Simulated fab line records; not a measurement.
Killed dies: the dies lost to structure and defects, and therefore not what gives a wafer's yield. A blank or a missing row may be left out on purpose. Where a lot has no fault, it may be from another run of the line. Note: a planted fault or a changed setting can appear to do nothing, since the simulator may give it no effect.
Lot-split experiment + flow n5-finfet + 21 wafers read from 7 lots, route of 1938 steps

== THE SPLIT ==
At N5_SD_EPI_P_ETCH_16 (etches SiO2 in CHF3/O2, target depth 5 nm), the setting target-depth-a was moved away from the recipe's 50 angstrom on 9 of the 21 wafers read, by -6.5% to +11.7%. For the rest of the wafers, this setting stayed at what the recipe calls for.

The reading comes from the split's own step.

== THE READING ==
etch.depth-nm (the simulator's own value, which no gauge read), in nm, at N5_SD_EPI_P_ETCH_16 (etches SiO2 in CHF3/O2, target depth 5 nm). The file gives no usual value for it. Here, 12 wafers ran the recipe; their average is 4.921 nm with a standard deviation of 0.061 nm.

| wafer  | tool, chamber at the split | target-depth-a as run, angstrom | against the recipe | etch.depth-nm, nm | against lot-mates on the recipe |
|--------|----------------------------|---------------------------------|--------------------|-------------------|---------------------------------|
| L075.3 | rie-diel-02, 1             | 50                              | recipe             | 4.813             | -                               |
| L075.4 | rie-diel-02, 1             | 50                              | recipe             | 4.862             | -                               |
| L075.5 | rie-diel-02, 2             | 50                              | recipe             | 4.874             | -                               |
| L077.1 | rie-diel-01, 3             | 50                              | recipe             | 4.967             | -                               |
| L077.3 | rie-diel-01, 0             | 50                              | recipe             | 5.017             | -                               |
| L077.5 | rie-diel-01, 3             | 50                              | recipe             | 4.972             | -                               |
| L080.1 | rie-diel-05, 0             | 50                              | recipe             | 4.908             | -                               |
| L080.3 | rie-diel-05, 3             | 55.87                           | +11.7%             | 5.644             | +0.736                          |
| L080.4 | rie-diel-05, 2             | 55.87                           | +11.7%             | 5.672             | +0.764                          |
| L082.3 | rie-diel-01, 2             | 52.33                           | +4.7%              | 5.129             | +0.212                          |
| L082.4 | rie-diel-01, 3             | 52.33                           | +4.7%              | 5.215             | +0.298                          |
| L082.5 | rie-diel-01, 2             | 50                              | recipe             | 4.917             | -                               |
| L087.4 | rie-diel-01, 3             | 54.77                           | +9.5%              | 5.502             | +0.518                          |
| L087.5 | rie-diel-01, 1             | 50                              | recipe             | 4.984             | -                               |
| L087.6 | rie-diel-01, 0             | 54.77                           | +9.5%              | 5.512             | +0.528                          |
| L090.3 | rie-diel-02, 1             | 50                              | recipe             | 4.992             | -                               |
| L090.4 | rie-diel-02, 0             | 50                              | recipe             | 4.884             | -                               |
| L090.6 | rie-diel-02, 2             | 50                              | recipe             | 4.862             | -                               |
| L091.2 | rie-diel-05, 3             | 46.74                           | -6.5%              | 4.656             | no lot-mate on the recipe       |
| L091.3 | rie-diel-05, 0             | 46.74                           | -6.5%              | 4.544             | no lot-mate on the recipe       |
| L091.4 | rie-diel-05, 2             | 46.74                           | -6.5%              | 4.689             | no lot-mate on the recipe       |

THE FIT
A straight line over all 21 wafers: etch.depth-nm changes by +0.057 nm for each +1% of target-depth-a; r = +0.98; the points scatter about the line by 0.067 nm.
The same after taking each lot's own level away (the mean of its wafers on the recipe; 18 wafers): +0.0602 nm for each +1%; r = +0.99; scatter 0.041 nm.
On that fit, the largest move of target-depth-a shifts the reading by 0.71 nm.
Measured against the standard deviation above, the lots' own levels, which go from 4.8497 to 4.9853 nm, span 2.2 times it.
The two slopes are in agreement: the lot-to-lot level therefore moves the slope only a little.
Check: with one of the wafers moved furthest among these (+11.7%) left out of the fit, the line predicts +0.69 nm for it against its lot-mates. Against them it came out at +0.736 nm.

== FURTHER SPLITS ON THESE WAFERS ==
Before the reading, these wafers also passed through other splits. Each is held against what the fit with the lots' levels taken away leaves over:
| other split on the same wafers | wafers away from the commonest value | r with etch.depth-nm (lot level and that fit taken away) |
|--------------------------------|--------------------------------------|----------------------------------------------------------|
| N5_SD_EPI_N_PEB_07 peb-temp-c  | 5                                    | +0.25                                                    |

== FILE'S OWN FIT ==
etch.depth-nm changes by +0.0598 nm for each +1% of target-depth-a, r = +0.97.
